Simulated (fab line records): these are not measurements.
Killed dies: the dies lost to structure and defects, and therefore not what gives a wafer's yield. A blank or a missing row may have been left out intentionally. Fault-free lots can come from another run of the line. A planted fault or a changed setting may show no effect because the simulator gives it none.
Chamber matching :: flow n5 finfet :: rie diel-01 running N5_STI_FIN_REVEAL_ETCHBACK_08: 4 sister chambers
The step etches SiO2 in C4F6/O2, target depth 30.5 nm, time 10.167 s. 14 wafers are shown with their chamber, then 7 later ones without.

== EACH WAFER AND ITS CHAMBER ==
wafer: L075.1
chamber: 2
drypump motor current A (A): 5.1
throttle valve pct (%): 21.03
showerhead plenum p Torr (Torr): 2.82

wafer: L075.5
chamber: 1
drypump motor current A (A): 6.7
throttle valve pct (%): 21.49
showerhead plenum p Torr (Torr): 2.81

wafer: L075.6
chamber: 2
drypump motor current A (A): 5.2
throttle valve pct (%): 21.02
showerhead plenum p Torr (Torr): 2.82

wafer: L077.2
chamber: 3
drypump motor current A (A): 6.1
throttle valve pct (%): 21.56
showerhead plenum p Torr (Torr): 2.83

wafer: L077.5
chamber: 2
drypump motor current A (A): 5.1
throttle valve pct (%): 21.02
showerhead plenum p Torr (Torr): 2.82

wafer: L077.6
chamber: 3
drypump motor current A (A): 6.0
throttle valve pct (%): 21.58
showerhead plenum p Torr (Torr): 2.83

wafer: L078.3
chamber: 3
drypump motor current A (A): 6.1
throttle valve pct (%): 21.58
showerhead plenum p Torr (Torr): 2.83

wafer: L078.5
chamber: 3
drypump motor current A (A): 6.1
throttle valve pct (%): 21.57
showerhead plenum p Torr (Torr): 2.83

wafer: L078.6
chamber: 2
drypump motor current A (A): 5.1
throttle valve pct (%): 21.04
showerhead plenum p Torr (Torr): 2.82

wafer: L079.2
chamber: 2
drypump motor current A (A): 5.1
throttle valve pct (%): 21.04
showerhead plenum p Torr (Torr): 2.82

wafer: L079.5
chamber: 0
drypump motor current A (A): 6.0
throttle valve pct (%): 21.17
showerhead plenum p Torr (Torr): 2.90

wafer: L079.6
chamber: 1
drypump motor current A (A): 6.7
throttle valve pct (%): 21.51
showerhead plenum p Torr (Torr): 2.81

wafer: L087.2
chamber: 0
drypump motor current A (A): 6.0
throttle valve pct (%): 21.20
showerhead plenum p Torr (Torr): 2.89

wafer: L087.3
chamber: 2
drypump motor current A (A): 5.1
throttle valve pct (%): 21.04
showerhead plenum p Torr (Torr): 2.81

SIGNATURES (means of the wafers above)
reading: drypump motor current A
chamber 0: 6.000
chamber 1: 6.700
chamber 2: 5.117
chamber 3: 6.075
scatter within a chamber: 0.0398

reading: throttle valve pct
chamber 0: 21.1850
chamber 1: 21.5000
chamber 2: 21.0317
chamber 3: 21.5725
scatter within a chamber: 0.0119

reading: showerhead plenum p Torr
chamber 0: 2.8950
chamber 1: 2.8100
chamber 2: 2.8183
chamber 3: 2.8300
scatter within a chamber: 0.00365
Rule: for each reading, subtract the chamber's mean from the wafer's reading, divide by that reading's scatter and square the result; add these up over the readings and take the root, which gives the wafer's distance from the chamber. If the next closest chamber is less than 2 further off than the closest, the wafer can't be placed; otherwise it belongs to the closest. How the scatter is found: for the shown wafers, subtract from each reading the mean of its chamber, square and add these, divide the total by (wafers less chambers), then take the root.

== WAFERS WITH NO CHAMBER GIVEN ==
wafer: L087.5
drypump motor current A (A): 6.7
throttle valve pct (%): 21.55
showerhead plenum p Torr (Torr): 2.80

wafer: L090.1
drypump motor current A (A): 6.0
throttle valve pct (%): 21.19
showerhead plenum p Torr (Torr): 2.89

wafer: L090.3
drypump motor current A (A): 6.7
throttle valve pct (%): 21.55
showerhead plenum p Torr (Torr): 2.80

wafer: L090.4
drypump motor current A (A): 6.0
throttle valve pct (%): 21.19
showerhead plenum p Torr (Torr): 2.89

wafer: L091.1
drypump motor current A (A): 6.7
throttle valve pct (%): 21.56
showerhead plenum p Torr (Torr): 2.79

wafer: L091.2
drypump motor current A (A): 5.2
throttle valve pct (%): 21.09
showerhead plenum p Torr (Torr): 2.80

wafer: L091.5
drypump motor current A (A): 5.2
throttle valve pct (%): 21.07
showerhead plenum p Torr (Torr): 2.80

== CHAMBER TAKEN BY EACH ==
wafer: L087.5
from the rows above: 1
in truth: 1

wafer: L090.1
from the rows above: 0
in truth: 0

wafer: L090.3
from the rows above: 1
in truth: 1

wafer: L090.4
from the rows above: 0
in truth: 0

wafer: L091.1
from the rows above: 1
in truth: 1

wafer: L091.2
from the rows above: 2
in truth: 2

wafer: L091.5
from the rows above: 2
in truth: 2
Correctly placed: 7 of 7. Left unplaced by these rows: 0. Wrongly placed: 0.
